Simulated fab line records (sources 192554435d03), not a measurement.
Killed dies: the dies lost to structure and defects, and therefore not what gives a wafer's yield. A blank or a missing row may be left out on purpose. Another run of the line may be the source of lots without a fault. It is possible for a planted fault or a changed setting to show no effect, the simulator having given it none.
A lot that was struck, set against a sound lot + flow n5_finfet + 27 steps out of a route of 1938
Sound: these wafers, L634.1, L634.2, L634.6. Wafers struck: L646.1, L646.2, L646.5. The cause comes at the end.
Order at every step that has rows: each side's tool, ch and its chambers, its first start. Under that, the readings that differ: sound wafers + struck wafers + difference of the means + sigmas: that difference in standard deviations of wafers without a fault.
alike: readings with means less than 2 such deviations apart, plus words and numbers identical on both sides. not compared: withheld readings, readings lacking a value on some wafer, bounds such as >300 that could conceal the same value, and numbers that have no deviation in the record and whose values overlap.
The two part at a step that has a row with sigmas, a row that says differs or no value, or rows on one side only. When numbers do not overlap yet have no deviation, they are printed without sigmas and do not part them. Lack of a reading on every wafer of one side parts them only where that side has two or more wafers.

first, 8 steps without rows for these wafers: N5_BEOL_M0_CMP_120 (polishes, stops on SiOC, t overpolish 6.9 s); N5_BEOL_M0_PRE_CLEAN_131 (time 15 s); N5_BEOL_M0_CO_CAP_123 (material Co, precursor CCTBA/H2, target thk 2 nm, time 102.1 s); N5_BEOL_M0_PRE_CLEAN_124 (time 15 s); N5_BEOL_M0_DEP_125 (deposits SiCN from 3MS/NH3, target thk 8 nm, time 14 s); N5_BEOL_M1_ILD_DEP_00 (deposits SiOC from DEMS/O2, target thk 79 nm, time 15.3 s); N5_BEOL_M1_PECVD_72 (deposits SiO2 from TEOS/O2, target thk 16 nm, time 18 s); N5_BEOL_M1_HM_DEP_02 (deposits TiN, target thk 20 nm).
N5_BEOL_M1_COAT_61: time 60 s, resist thk 60 nm.
  sound on litho_track-02 ch 0, day 6 09:41; struck on litho_track-02 ch 0, day 9 12:24
| reading                                  | sound                | struck               | difference | sigmas |
|------------------------------------------|----------------------|----------------------|------------|--------|
| spin_speed_rpm (rpm)                     | 1499.9 1500.2 1499.2 | 1541.5 1539.1 1538.7 | +40.0      | +45    |
| model.SOC_of_BEOL_M1_COAT_61.thk_nm (nm) | 60 60.2 60           | 59.6 59.4 59.6       | -0.5       |        |
  alike: dispense_pressure_kPa, heater_power_total_W
then, 11 steps without rows for these wafers: N5_BEOL_M1_COAT_62 (time 60 s, resist thk 12 nm); N5_BEOL_M1_COAT_73 (time 60 s, resist thk 5 nm); N5_BEOL_M1_COAT_05 (resist thk 30 nm); N5_BEOL_M1_EBR_07; N5_BEOL_M1_SOFTBAKE_06 (time 60 s); N5_BEOL_M1_EXPOSE_08 (exposes mask M1); N5_BEOL_M1_PEB_09 (peb time 60 s); N5_BEOL_M1_DEVELOP_10 (develop time 30 s); N5_BEOL_M1_DESCUM_16 (chemistry O2, time 7 s); N5_BEOL_M1_ETCH_74 (etches underlayer in N2/H2, target depth 6.5 nm, time 5.2 s); N5_BEOL_M1_ETCH_63 (etches SiARC in CF4, target depth 15.6 nm, time 26 s).
N5_BEOL_M1_ETCH_64: etches SOC in N2/H2, target depth 75 nm, overetch 15 nm, time 112.5 s.
  sound on rie_diel-01 ch 0,3, day 6 10:17; struck on rie_diel-04 ch 0,1,2, day 9 13:33
| reading                  | sound            | struck            | difference | sigmas |
|--------------------------|------------------|-------------------|------------|--------|
| model.etch.depth_nm (nm) | 60.06 60.1 59.97 | 59.54 59.43 59.53 | -0.54      |        |
  alike: drypump_motor_current_A, oes_product_au, rf_fwd_power_W, rf_vpp_V, showerhead_plenum_p_Torr, throttle_valve_pct
  not compared: rf_hours_counter_h
then, 3 steps without rows for these wafers: N5_BEOL_M1_STRIP_65 (strips in N2/H2); N5_BEOL_M1_STRIP_75 (strips in N2/H2); N5_BEOL_M1_STRIP_66 (strips in CF4).
N5_BEOL_M1_HM_OPEN_17: chemistry Cl2/BCl3, target TiN, target depth 20 nm, overetch 6 nm.
  sound on rie_metal-01 ch 0,1, day 6 10:28; struck on rie_metal-02 ch 0,1, day 9 13:43
| reading                | sound             | struck            | difference | sigmas |
|------------------------|-------------------|-------------------|------------|--------|
| oes_product_au (a.u.)  | 0.80 0.79 0.80    | 0.61 0.53 0.53    | -0.24      | -3     |
| throttle_valve_pct (%) | 21.95 21.93 21.90 | 22.29 22.30 22.26 | +0.36      | +3     |
  alike: drypump_motor_current_A, rf_fwd_power_W
  not compared: rf_hours_counter_h, model.SOC_of_BEOL_M1_COAT_61.thk_nm
then, 1 step without rows for these wafers: N5_BEOL_M1_STRIP_19 (strips in O2).
-- record jumps: 2 days separate the struck wafers' starts on either side; left off in module BEOL_M1, taken up again in module BEOL_M4, whose first shown step is the route's number 1111 --
N5_BEOL_M4_RC_MEAS_101:
  sound on prober-01 ch 0, day 8 02:45; struck on prober-01 ch 0, day 11 21:16
  alike: DIBL_N, DIBL_P, IOFF_N, IOFF_P, ION_N, ION_P, SS_N, SS_P, VT_N, VT_P

WHERE THEY PART
At N5_BEOL_M1_COAT_61 first; at N5_BEOL_M1_HM_OPEN_17 last (within this record only). Later steps at which nothing parts them and some readings are alike: N5_BEOL_M4_RC_MEAS_101.

WHY: what the simulator had put in
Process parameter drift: litho_track-02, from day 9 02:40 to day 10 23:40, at N5_BEOL_M1_COAT_61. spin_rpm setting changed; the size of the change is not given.
